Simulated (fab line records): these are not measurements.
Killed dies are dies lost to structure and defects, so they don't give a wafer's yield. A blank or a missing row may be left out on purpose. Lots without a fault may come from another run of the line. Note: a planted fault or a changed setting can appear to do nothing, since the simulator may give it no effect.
Chamber matching	flow n5Finfet	4 sister chambers for N5_HKMG_FIN_STRIP_93 on rieDiel-02
The step strips SOC in N2/H2, time 20 s. 4 wafers are shown with their chamber, then 11 later ones without.

== WAFERS WITH THEIR CHAMBER ==
wafer	chamber	drypumpMotorCurrentA (A)
L084.5	2	5.8
L086.3	1	5.2
L086.5	0	6.2
L089.1	3	4.9

== WAFERS WITHOUT THEIR CHAMBER ==
wafer	drypumpMotorCurrentA (A)
L089.2	5.8
L089.6	5.2
L091.4	6.2
L091.5	4.9
L091.6	6.2
L092.1	5.2
L092.3	4.9
L092.4	6.2
L093.1	5.8
L093.2	6.1
L093.5	5.2

== WHICH CHAMBER EACH WENT THROUGH ==
wafer	from the rows above	in truth
L089.2	2	2
L089.6	1	1
L091.4	0	0
L091.5	3	3
L091.6	0	0
L092.1	1	1
L092.3	3	3
L092.4	0	0
L093.1	2	2
L093.2	0	0
L093.5	1	1
11 of 11 placed correctly. From these rows, 0 cannot be placed. 0 placed wrongly.
How it was worked out, from the rows above alone: a wafer's distance from a chamber is the root of the sum, over the readings, of the square of ((its reading less the chamber's mean) divided by the reading's scatter). The wafer belongs to the nearest chamber; if the next one is less than 2 further off, it can't be placed. For every chamber, the mean is computed from those of its wafers that are shown. The scatter: root of mean squared gap, hidden wafer to nearest shown wafer, with one shown wafer a chamber.
